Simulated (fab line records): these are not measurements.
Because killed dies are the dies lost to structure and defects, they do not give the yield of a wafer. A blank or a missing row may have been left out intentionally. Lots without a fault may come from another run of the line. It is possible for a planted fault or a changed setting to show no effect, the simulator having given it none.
Matching of chambers -- flow nand_harc -- NHARC_A_STAIRCASE_DEP_325 on pecvd-02: 3 sister chambers
The step deposits SiO2, target thk 7200 nm. 6 wafers are shown with their chamber, then 12 later ones without.

EACH WAFER AND ITS CHAMBER
wafer,chamber,heater_power_w (W),heater_power_outer_w (W)
L083.3,2,627,353
L083.6,2,549,305
L087.6,1,646,341
L090.3,0,620,396
L090.4,0,573,331
L090.5,1,638,338

WAFERS WITHOUT THEIR CHAMBER
wafer,heater_power_w (W),heater_power_outer_w (W)
L092.1,621,386
L092.2,690,371
L092.3,693,397
L093.1,603,320
L093.4,579,348
L093.5,581,308
L095.2,693,380
L095.4,595,320
L095.6,580,336
L097.1,631,379
L097.2,775,434
L097.6,586,319

EACH ONE'S CHAMBER
wafer,from the rows above,in truth
L092.1,can't be placed: 0 or 1 or 2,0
L092.2,can't be placed: 1 or 0 or 2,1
L092.3,can't be placed: 1 or 0 or 2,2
L093.1,can't be placed: 2 or 1 or 0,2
L093.4,can't be placed: 2 or 0 or 1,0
L093.5,can't be placed: 2 or 0 or 1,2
L095.2,can't be placed: 1 or 0 or 2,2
L095.4,can't be placed: 2 or 0 or 1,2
L095.6,can't be placed: 2 or 0 or 1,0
L097.1,can't be placed: 0 or 1 or 2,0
L097.2,can't be placed: 1 or 0 or 2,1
L097.6,can't be placed: 2 or 0 or 1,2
Placed correctly: 0 of 12. From these rows, 12 cannot be placed; in 12 the true chamber is one of the candidates. Placed wrongly: 0.
How it was worked out, from the rows above alone: a wafer's distance from a chamber is the root of the sum, over the readings, of the square of ((its reading less the chamber's mean) divided by the reading's scatter). If the next closest chamber is less than 2 further off than the closest, the wafer can't be placed; otherwise it belongs to the closest. A chamber's mean is the mean of its shown wafers. How the scatter is found: for the shown wafers, subtract from each reading the mean of its chamber, square and add these, divide the total by (wafers less chambers), then take the root.
